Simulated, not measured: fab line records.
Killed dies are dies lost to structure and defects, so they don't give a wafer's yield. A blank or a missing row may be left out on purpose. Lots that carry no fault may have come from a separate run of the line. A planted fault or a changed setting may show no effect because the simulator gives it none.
fab line records | flow n5-finfet
record: lots: 4 wafers: 12 last-day: 17
route steps=1938 shown BEOL_M4@1099 BEOL_M5@1112 BEOL_M10@1499 PASSIVATION@1936
lots that met no fault: from a run of the same line without faults
start-h: hours from the record's opening day to when the first of the lot's shown wafers began | wait-h: hours elapsed since this lot's preceding step | " identical to the entry in the row above | L1.1+2: several wafers, shown together as one row | - no value present, or no start provided | * or withheld: withheld | < > ~ a bound
route shown NAME@n: a module of which the file shows steps, and the number in the route of the first | usual: mean/standard deviation of fault-free wafers | same: alike in all rows | chamber/n: place in a boat | sites: per-site readings | _std_site: the standard deviation of these | _edge_site: inner sites' mean taken away from outer sites' mean | radius-mm: how far each site lies from the wafer's centre | mask NAME#n: copy n | behind: tool/chamber where the wafer was last shaped | hold: why the lot was held/for how many hours/how that ended | device: the transistor (n, p or np) that didn't switch | end of line: tests of these same wafers at the route's end | a step without rows: its recipe alone | killed: dies that structure and defects cost at the first sort, which is not the same as the wafer's yield | map: dies across one wafer; x = killed, . = not, _ = none there
set.NAME: the run value of the setting; set.NAME@STEP: its run value at that earlier step | model.NAME: the simulator's own value behind a step, which no gauge read
lots at selected steps of the route; one table per step, one row per wafer
services: the hour from which a tool's chamber was out of use, counted from the record's first day as start-h (under 0 if before that day), plus the number of hours and why
== steps ==
step: N5_BEOL_M4_ANNEAL_95
recipe: temp-c: 400 time-s: 240 ambient: vacuum
step: N5_BEOL_M4_SPUTTER_96
recipe: material: Cu target-thk-a: 45 temp-c: -20 chamber-pressure-pa: 0.07 power-w: withheld time-s: 8.29
step: N5_BEOL_M4_ECD_50
recipe: material: Cu target-thk-a: 3000
step: N5_BEOL_M4_ANNEAL_51
recipe: temp-c: 225 time-s: 90 ambient: N2
step: N5_BEOL_M4_CMP_52
recipe: stop-on: SiOC t-overpolish-s: 6.8 down-force-psi: 1 platen-rpm: 50 clearing-platen-down-force-psi: 1.5 clearing-platen-rpm: 50 post-cmp-clean: cu-alkaline target-thk-nm: 40 clearing-platen-pad-velocity-m-s: 0.99484 pad-velocity-m-s: 0.99484
step: N5_BEOL_M4_PRE_CLEAN_60
recipe: gas: NH3/H2 time-s: 15 temp-c: * rf-power-w: 300
step: N5_BEOL_M4_CO_CAP_55
recipe: material: Co target-thk-a: 20 temp-c: 200 precursor: CCTBA/H2 pressure-torr: 30 time-s: 102.1
step: N5_BEOL_M4_PRE_CLEAN_56
recipe: gas: NH3 time-s: 15 temp-c: withheld rf-power-w: 300
step: N5_BEOL_M4_DEP_57
recipe: material: SiCN target-thk-a: 80 temp-c: withheld precursor: 3MS/NH3 pressure-torr: 3 rf-w: 202 time-s: 14
step: N5_BEOL_M4_RC_MEAS_101
usual: DIBL_N: 36.2/1.7 DIBL_P: 36.6/1.9 IOFF_N: 0.16/0.032 IOFF_P: 0.21/0.037 ION_N: 675/12 ION_P: 460/8.1 SS_N: 71.4/0.58 SS_P: 73.4/0.64 VT_N: 249/3.2 VT_P: -252/3.4
columns lot.wafer tool chamber start-h wait-h DIBL_N[mV/V] DIBL_P[mV/V] IOFF_N[nA/um] IOFF_P[nA/um] ION_N[uA/um] ION_P[uA/um] SS_N[mV/dec] SS_P[mV/dec] VT_N[mV] VT_P[mV]
L414.2 prober-02 0 169.51 0.2 35.1 36.2 0.15 0.21 681 467 71.3 73.3 249 -249
L414.3 " 0 " " 37.1 37.8 0.17 0.22 688 468 72.4 73.9 250 -247
L414.5 " 0 " " 37.4 38.8 0.18 0.25 672 462 72.3 74.3 248 -247
L423.3 prober-02 0 227.00 0.3 35.6 36.1 0.13 0.18 649 446 71.5 73.2 255 -255
L423.5 " 0 " " 36.9 38.4 0.16 0.21 674 462 71.3 73.7 251 -251
L423.6 " 0 " " 33.4 33.4 0.11 0.15 658 455 70.2 72.3 255 -253
L426.1 prober-02 0 244.98 0.0 34.8 34.8 0.15 0.17 681 457 71.2 72.9 252 -255
L426.3 " 0 " " 38.0 38.2 0.19 0.22 661 451 72.0 73.9 247 -250
L426.6 " 0 " " 35.5 35.0 0.15 0.17 661 447 71.5 72.6 250 -256
L436.3 prober-02 0 297.06 0.3 36.4 34.8 0.15 0.19 673 466 70.6 72.9 248 -252
L436.4 " 0 " " 38.6 37.5 0.19 0.24 688 468 71.2 73.2 247 -250
L436.6 " 0 " " 36.1 33.7 0.14 0.18 656 456 70.8 72.0 253 -254
step: N5_BEOL_M5_ILD_DEP_00
recipe: material: SiCOH_lowk target-thk-a: 1406.4 temp-c: 300 precursor: DEMS/porogen pressure-torr: 5 rf-w: 500 time-s: 25.9
step: N5_BEOL_M5_CURE_79
recipe: temp-c: 385 time-s: 240 ambient: He/Ar material: SiCOH_lowk
step: N5_BEOL_M5_PECVD_70
recipe: material: SiO2 target-thk-a: 160 temp-c: 400 precursor: TEOS/O2 pressure-torr: 5.5 rf-w: 450 teos-flow-sccm: 53.8 gas: O2 flow-sccm: 3000 time-s: 18
step: N5_BEOL_M5_HM_DEP_02
recipe: material: TiN target-thk-a: 200 temp-c: 25 chamber-pressure-pa: 0.49996
step: N5_BEOL_M5_COAT_59
recipe: resist: SOC temp-c: 250 time-s: 60 spin-rpm: 1500 resist-thk-nm: 60
step: N5_BEOL_M5_COAT_60
recipe: resist: SiARC temp-c: 220 time-s: 60 spin-rpm: 1500 resist-thk-nm: 12
step: N5_BEOL_M5_COAT_71
recipe: resist: underlayer temp-c: 205 time-s: 60 spin-rpm: 1500 resist-thk-nm: 5
step: N5_BEOL_M5_COAT_05
recipe: resist: CAR-EUV spin-rpm: 1500 resist-thk-nm: 30
step: N5_BEOL_M5_EBR_07
recipe: solvent: PGMEA ebr-width-mm: 1.5
step: N5_BEOL_M5_SOFTBAKE_06
recipe: temp-c: 110 time-s: 60 resist: CAR-EUV
step: N5_BEOL_M5_EXPOSE_08
recipe: mask-id: M5 na: 0.33 source-shape: annular sigma-inner: 0.4 sigma-outer: 0.8 polarization: unpolarized target-cd-nm: 28 dose-mj: 35.75
step: N5_BEOL_M5_PEB_09
recipe: peb-temp-c: 100 peb-time-s: 60 resist: CAR-EUV
step: N5_BEOL_M5_DEVELOP_10
recipe: develop-time-s: 30 developer: TMAH resist: CAR-EUV rinse-liquid: surfactant-rinse dry: air-spin dev-temp-c: 23
step: N5_BEOL_M5_DESCUM_16
recipe: chemistry: O2 time-s: 7 source-power-w: 50 bias-power-w: 20 pressure-mtorr: 20 rf-frequency-hz: 2.712e+07 temp-c: 40 resist: CAR-EUV o2-flow-sccm: 225
step: N5_BEOL_M5_ETCH_72
recipe: chemistry: N2/H2 target: underlayer target-depth-a: 65 mask-material: CAR-EUV time-s: 5.2 ion-energy-ev: 200 pressure-mtorr: 30 source-w: 840 bias-w: 150 n2-flow-sccm: 200 h2-flow-sccm: 200 ends: cleared
step: N5_BEOL_M5_ETCH_61
recipe: chemistry: CF4 target: SiARC target-depth-a: 156 mask-material: CAR-EUV time-s: 26 ion-energy-ev: 80 pressure-mtorr: 40 source-w: 545 bias-w: 36 Ar_flow_sccm: 100 cf4-flow-sccm: 100 ends: cleared
step: N5_BEOL_M5_ETCH_62
recipe: chemistry: N2/H2 target: SOC target-depth-a: 750 overetch-a: 150 mask-material: SiARC temp-c: 40 time-s: 112.5 ion-energy-ev: 200 pressure-mtorr: 30 source-w: 840 bias-w: 150 n2-flow-sccm: 200 h2-flow-sccm: 200
step: N5_BEOL_M5_STRIP_63
recipe: chemistry: N2/H2 temp-c: 40 n2-flow-sccm: 200 h2-flow-sccm: 200 rf-frequency-hz: 6e+07
step: N5_BEOL_M5_STRIP_73
recipe: chemistry: N2/H2 temp-c: 40 n2-flow-sccm: 200 h2-flow-sccm: 200 rf-frequency-hz: 6e+07
step: N5_BEOL_M5_STRIP_64
recipe: chemistry: CF4 resist: SiARC power-w: 300 bias-power-w: 75 pressure-mtorr: 50 cf4-flow-sccm: 150 rf-frequency-hz: 6e+07
step: N5_BEOL_M5_HM_OPEN_17
recipe: chemistry: Cl2/BCl3 target-depth-a: 200 overetch-a: 60 target: TiN mask-material: SOC ion-energy-ev: 150 pressure-mtorr: 10 icp-w: 1000 bias-w: 126 Cl2_flow_sccm: 53.25 bcl3-flow-sccm: 21.75 Ar_flow_sccm: 25
step: N5_BEOL_M5_STRIP_19
recipe: chemistry: O2 power-w: 400 temp-c: 40 pressure-mtorr: 30 rf-frequency-hz: 6e+07 bias-power-w: 0 overash-fraction: 0.2 o2-flow-sccm: 225
step: N5_BEOL_M5_COAT_65
recipe: resist: SOC temp-c: 250 time-s: 60 spin-rpm: 1500 resist-thk-nm: 60
step: N5_BEOL_M5_COAT_66
recipe: resist: SiARC temp-c: 220 time-s: 60 spin-rpm: 1500 resist-thk-nm: 12
step: N5_BEOL_M10_EXPOSE_25
recipe: mask-id: V9 na: 1.35 source-shape: annular sigma-inner: 0.5 sigma-outer: 0.8 polarization: unpolarized dose-mj: 85.5
usual: exposure-dose-mJ-cm2: 86.1/0.77 focus-offset-nm: -0.1/0.51 stage-vel-mm-s: 500.02/0.24
columns lot.wafer tool chamber start-h wait-h mask exposure-dose-mJ-cm2 focus-offset-nm stage-vel-mm-s
L414.2 arfi-scanner-03 0 219.56 - V9#0 85.5 0.1 500.13
L414.3 " 0 " " V9#0 85.5 -0.3 499.75
L414.5 " 0 " " V9#0 85.4 -0.2 500.04
L423.3 arfi-scanner-03 0 274.32 - V9#0 95.6 -0.2 500.02
L423.5 " 0 " " V9#0 95.5 -0.2 500.00
L423.6 " 0 " " V9#0 95.6 -0.5 500.22
L426.1 arfi-scanner-03 0 289.11 - V9#0 93.8 0.6 499.96
L426.3 " 0 " " V9#0 93.8 0.4 499.97
L426.6 " 0 " " V9#0 93.6 0.7 500.19
L436.3 arfi-scanner-01 0 351.34 - V9#0 85.3 -0.3 499.89
L436.4 " 0 " " V9#0 85.4 0.2 499.88
L436.6 " 0 " " V9#0 85.3 0.0 499.96
step: N5_BEOL_M10_CD_MEAS_28
recipe: target-cd-nm: 70 landing-energy-ev: 500 detector: se-inlens polarity: opening
usual: cd-nm: 69.6/1
columns lot.wafer tool chamber start-h wait-h cd-nm
L414.2 cd-sem-02 0 219.69 - 69.2
L414.3 " 0 " " 69.4
L414.5 " 0 " " 69.5
L423.3 cd-sem-01 0 274.44 - 80.1
L423.5 " 0 " " 79.8
L423.6 " 0 " " 80.2
L426.1 cd-sem-03 0 289.24 - 77.7
L426.3 " 0 " " 77.1
L426.6 " 0 " " 78.4
L436.3 cd-sem-03 0 351.46 - 68.7
L436.4 " 0 " " 69.4
L436.6 " 0 " " 68.9
step: N5_PASSIVATION_PROBE_49
usual: defect-limited-yield: 91.3/1.5 killed_at_M0_to_M3: 35/10 killed_at_M4_up: 12/4.6 killed-at-contacts: 13/6.6 killed-at-front-end: 39/11 killed-at-other: 4/3.4 killed-dies: 103/17 killed-open: 67/13 killed-short: 35/8.2 sort_bin_5_function: 5.1/0.94 sort_bin_6_memory: 3.2/0.7 sort-n-pass: 1077/17 sort-yield-pct: 91.3/1.5
same: gross-dies: 1180 killed-at-back-side: 0 sort_bin_4_leakage[%]: 0 sort_bin_8_speed[%]: 0
columns lot.wafer tool chamber start-h wait-h defect-limited-yield[%] killed_at_M0_to_M3 killed_at_M4_up killed-at-contacts killed-at-front-end killed-at-other killed-dies killed-open killed-short sort_bin_5_function[%] sort_bin_6_memory[%] sort-n-pass sort-yield-pct[%]
L423.3 prober-01 - 326.49 0.1 80.7 43 134 7 39 5 228 87 20 5.4 3.4 952 80.7
L423.5 prober-01 - 326.59 0.2 74.6 37 194 25 40 4 300 73 43 4.6 4.9 880 74.6
L423.6 prober-01 - 326.64 0.3 75.6 56 168 16 47 1 288 88 41 6.8 3.8 892 75.6
L426.1 prober-01 - 342.96 0.0 90.8 26 30 3 42 7 108 60 34 4.8 3.0 1072 90.8
L426.3 prober-01 - 343.06 0.1 91.4 31 15 10 41 5 102 54 41 5.0 2.5 1078 91.4
L426.6 prober-01 - 343.21 0.3 90.9 35 33 8 25 6 107 51 26 3.3 3.1 1073 90.9
killed by level:class
L423.3 BEOL_M10:area-expose=121 FIN_SAQP:geometric-particle:open=11 BEOL_M0_SAQP:geometric-particle:open=10 BEOL_M1:geometric-particle:open=10 FIN_SAQP:geometric-particle:short=8 BEOL_M3:geometric-particle:open=8 MOL_CONTACT_COAG:geometric-particle:open=7 GATE_CUT:geometric-particle:open=6
L423.5 BEOL_M10:area-expose=183 MOL_CONTACT_COAG:geometric-particle:open=18 BEOL_M0_SAQP:geometric-particle:short=12 STI_FIN_REVEAL:geometric-particle:open=7 DUMMY_GATE:geometric-particle:open=7 MOL_CONTACT_COAG:geometric-particle:short=7 FIN_SAQP:geometric-particle:short=6 BEOL_M0:geometric-particle:open=5
L423.6 BEOL_M10:area-expose=157 MOL_CONTACT_COAG:geometric-particle:open=12 BEOL_M3:geometric-particle:open=11 BEOL_M2:geometric-particle:open=9 BEOL_M1:geometric-particle:open=8 STI_FIN_REVEAL:geometric-particle:open=7 DUMMY_GATE:geometric-particle:open=6 FIN_SAQP:geometric-particle:short=5
L426.1 BEOL_M10:area-expose=14 FIN_SAQP:geometric-particle:short=12 FIN_SAQP:geometric-particle:open=9 BEOL_M0:geometric-particle:open=6 BEOL_M2:geometric-particle:open=6 DUMMY_GATE:geometric-particle:open=5 BEOL_M1:geometric-particle:open=5 STARTING-WAFER:geometric-particle:open=3
L426.3 FIN_SAQP:geometric-particle:short=11 BEOL_M2:geometric-particle:open=9 FIN_SAQP:geometric-particle:open=8 MOL_CONTACT_COAG:geometric-particle:open=7 BEOL_M10:area-expose=7 BEOL_M3:geometric-particle:open=6 STARTING-WAFER:geometric-particle:open=6 STI_FIN_REVEAL:geometric-particle:open=5
L426.6 BEOL_M10:area-expose=29 BEOL_M2:geometric-particle:open=15 FIN_SAQP:geometric-particle:short=7 MOL_CONTACT_COAG:geometric-particle:open=6 DUMMY_GATE:geometric-particle:open=4 BEOL_M0_SAQP:geometric-particle:open=4 BEOL_M0:geometric-particle:open=4 STI_FIN_REVEAL:geometric-particle:open=3
map L423.5 (x killed, . not)
_________________xx.x....xx..________________
______________..x.x..xx.x....x.._____________
___________x..x....x.x.x.x...xxx...__________
__________.......x.x..x.x......x...._________
________.....x..x...x.x..x...xx...x..x_______
_______..xx..x...xxxxx..x............x.______
______.........xxx.xx...x..xx..........._____
_____..x..x.x.x.....x...x.xx.x...xx..x...____
____...x.x..x.......xx..xx...xx..x....x...___
___..x.......x.x.x.....x..x.xxx....x.x....x__
___.......xxxxx.x.....x...xxx..xx..xx.x....__
__xx......x......x.xx.xxx..xxx.......x......_
__.x.x.....x..x.xxxxxxxx...x..x.x.x.xx......_
_..x....x....x.x.xx.x.xx.xxxxxxxx...xx..x....
_.....x..x..x.....x.x..xxx.x....xx...x.......
_..x...x...xx.xx..xx.xxxxxxxxxxxxx..x........
_........x...x....xxx.xx.x.xx......x...x.....
_...x.......x.x....x..x....x.xx.....x...x...x
_.......x.xxx...xx.x...x.x.x..x..x...........
_........xx.....x..xxxxx.x...x...............
_............x..x.xxxxxxxxx...x......x.......
__.x...xx...x..xx.....x....x............xx.._
__......xx.......x.xx..xx..xx.xxx..........._
___.......x.............xxx................__
___..........x...........x.................__
____......x.......xx...x.x........x.......___
_____.............x......................____
______.......................x....x...x._____
_______...........xx.....x.x.....x.....______
________......x...x...........x.x....._______
__________.x........x.......x......._________
___________................xxx.....__________
______________..x.............x._____________
_________________............________________
map L426.1 (x killed, . not)
_________________.x.....x...x________________
______________........x........._____________
___________..............x....x..x.__________
__________...x.......x......x......._________
________....x......................x.._______
_______..............x....x........x...______
______x.................x.....x........._____
_____.................x.............x.x..____
____.............xx....x......x.......xx..___
___.......x.x.........x..x.....x.......x...__
___..............xx........................__
__.....................x........x...x......._
__...........x......xx.............x.......x_
_...........x.......x.....x...........xx.....
_.........x....x.............................
_.......x..........x....x...x........x....x..
_.........x......x........x...x........x.....
_x.................x....x.....x..............
_.............x...x..x.x..x........x....x....
_.........x..........x....x..................
_.x........x...........x...............x...xx
__........x................x................_
__..............................x....x..x..._
___..x...........x........x........x.......__
___...x.......................x.....x......__
____......................................___
_____...................x........x.......____
______...............x.................._____
_______................................______
________........x...............x....._______
__________........xx.........x..x..._________
___________...........x.........x..__________
______________x...x....x........_____________
_________________..........x.________________
== services ==
columns tool chamber start-h hours kind
arfi-scanner-03 - 236.03 1.0 pm
arfi-scanner-01 - 244.76 0.8 repair
arfi-scanner-01 - 252.44 0.4 repair
arfi-scanner-03 - 274.89 0.8 pm
arfi-scanner-03 0 280.29 - calibration
arfi-scanner-03 - 283.75 3.1 pm
arfi-scanner-01 0 293.19 - calibration
arfi-scanner-01 - 295.23 1.0 pm
arfi-scanner-03 - 297.23 4.9 pm
arfi-scanner-01 - 297.85 1.3 pm
arfi-scanner-03 - 316.72 1.3 pm
== key ==
first-sign: step: N5_BEOL_M10_EXPOSE_25 reading: exposure-dose-mJ-cm2 direction: up sigmas: 11 usual: 86.1 struck: 94.6
effect: step: N5_BEOL_M10_CD_MEAS_28 reading: cd-nm direction: up sigmas: 8.9 usual: 69.6 struck: 78.9 through: control-loop
effect: step: N5_PASSIVATION_PROBE_49 reading: killed_at_M4_up direction: up sigmas: 18 usual: 12 struck: 96 wafers-moved: 5
more-kills-born-at: N5_BEOL_M10_EXPOSE_25@arfi-scanner-03: 511
met-at N5_BEOL_M10_EXPOSE_25
struck-wafers L423.3,L423.5,L423.6,L426.1,L426.3,L426.6
loop-trim: step: N5_BEOL_M10_EXPOSE_25 setting: dose lots: L426
onset-between 219.56 274.32
fault: kind: process-parameter-drift tool: arfi-scanner-03 chamber: - onset-h: 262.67 steps: N5_BEOL_M10_EXPOSE_25 channel: dose-mj offset: 10.183 shape: step acts-in: these-recipes-only stated: 85.5
loop-trim: a control loop set the setting to another value than it would have without faults
